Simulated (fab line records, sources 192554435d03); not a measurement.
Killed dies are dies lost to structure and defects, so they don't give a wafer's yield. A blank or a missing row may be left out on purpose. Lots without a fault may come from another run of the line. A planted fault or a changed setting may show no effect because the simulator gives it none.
One fault seen from 2 desks | flow n5_finfet | each desk has only its own numbers; what lay behind them comes last

THE METROLOGY DESK
What the gauges read, lot by lot, whatever tool the lot ran on: means of the sampled wafers that have a number. A lot is out of limits, marked OUT, if its mean lies more than 4 standard deviations from the usual mean; the brackets give that distance. Of its 10 readings 7 are shown: those that lie furthest out on some lot.
Columns: A = DIBL_N at N5_BEOL_M4_RC_MEAS_101, usual 36.1 mV/V; B = IOFF_N at N5_BEOL_M4_RC_MEAS_101, usual 0.16 nA/um; C = IOFF_P at N5_BEOL_M4_RC_MEAS_101, usual 0.21 nA/um; D = ION_N at N5_BEOL_M4_RC_MEAS_101, usual 673 uA/um; E = ION_P at N5_BEOL_M4_RC_MEAS_101, usual 461 uA/um; F = VT_N at N5_BEOL_M4_RC_MEAS_101, usual 250 mV; G = VT_P at N5_BEOL_M4_RC_MEAS_101, usual -250 mV
lot  | first seen here | A    | B    | C    | D   | E   | F   | G
L759 | day 11 06:13    | 35.2 | 0.16 | 0.21 | 680 | 471 | 248 | -251
L760 | day 11 10:46    | 35.5 | 0.14 | 0.19 | 663 | 456 | 251 | -249
L762 | day 11 13:50    | 36.5 | 0.17 | 0.21 | 680 | 464 | 247 | -252
L761 | day 11 15:33    | 36.1 | 0.16 | 0.24 | 676 | 464 | 250 | -249
L763 | day 11 19:40    | 34.1 | 0.13 | 0.19 | 658 | 459 | 252 | -251
L768 | day 13 07:11    | 36.4 | 0.17 | 0.24 | 671 | 468 | 250 | -247
L770 | day 13 13:10    | 37.0 | 0.18 | 0.25 | 680 | 470 | 246 | -245
L765 | day 14 08:28    | 36.1 | 0.17 | 0.22 | 676 | 465 | 248 | -248
This desk's finding: nothing out of limits on any of the 8 lots.

THE TOOL OWNER'S DESK: rie_diel-04
The tool's own readings at N5_BEOL_M0_CUTY_ETCH_63 (etches SOC in N2/H2, target depth 82.7 nm, overetch 16.5 nm, time 124 s): means of the sampled wafers that have a number, for each lot that ran on this tool. A lot is out of limits, marked OUT, if its mean lies more than 4 standard deviations from the usual mean; the brackets give that distance.
Columns: A = bias_w at N5_BEOL_M0_CUTY_ETCH_63, usual 150.0 W; B = drypump_motor_current_A at N5_BEOL_M0_CUTY_ETCH_63, usual 5.8 A; C = oes_product_au at N5_BEOL_M0_CUTY_ETCH_63, usual 0.64 a.u.; D = rf_fwd_power_W at N5_BEOL_M0_CUTY_ETCH_63, usual 836.9 W; E = rf_vpp_V at N5_BEOL_M0_CUTY_ETCH_63, usual 524.2 V; F = showerhead_plenum_p_Torr at N5_BEOL_M0_CUTY_ETCH_63, usual 2.55 Torr; G = throttle_valve_pct at N5_BEOL_M0_CUTY_ETCH_63, usual 17.83 %
lot  | first seen here | A     | B   | C    | D               | E               | F    | G
L759 | day 8 16:30     | 150.1 | 5.5 | 0.60 | 835.0           | 523.3           | 2.53 | 17.74
L760 | day 8 19:37     | 150.6 | 5.4 | 0.60 | 637.9 (-77) OUT | 574.4 (+30) OUT | 2.54 | 17.88
L761 | day 9 03:53     | 149.7 | 5.7 | 0.65 | 632.4 (-79) OUT | 574.5 (+30) OUT | 2.57 | 17.86
L763 | day 9 09:14     | 150.2 | 5.6 | 0.65 | 635.0 (-78) OUT | 575.0 (+30) OUT | 2.57 | 18.01
L765 | day 11 15:06    | 149.6 | 5.6 | 0.66 | 837.0           | 524.2           | 2.55 | 17.71
This desk's finding: out of limits on L760, L761, L763; first on L760, day 8 19:37 (rf_fwd_power_W at N5_BEOL_M0_CUTY_ETCH_63). In limits: L759, L765.

PUT TOGETHER
The tool owner's desk could have raised an alarm at day 8 19:37, on L760, L761, L763.
The metrology desk saw nothing out of limits.
The metrology desk has L760, L761, L763 on record, within its limits.
Of the lots named, all ran N5_BEOL_M0_CUTY_ETCH_63 on rie_diel-04.

WHAT THE SIMULATOR HAD PUT IN
Process parameter drift: rie_diel-04, from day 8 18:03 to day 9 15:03, at N5_BEOL_M0_CUTY_ETCH_63. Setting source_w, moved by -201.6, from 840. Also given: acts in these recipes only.
Lots struck among those shown: L760, L761, L763.
Hours from the fault's start to each desk's first reading out of limits: the tool owner's desk, 2.
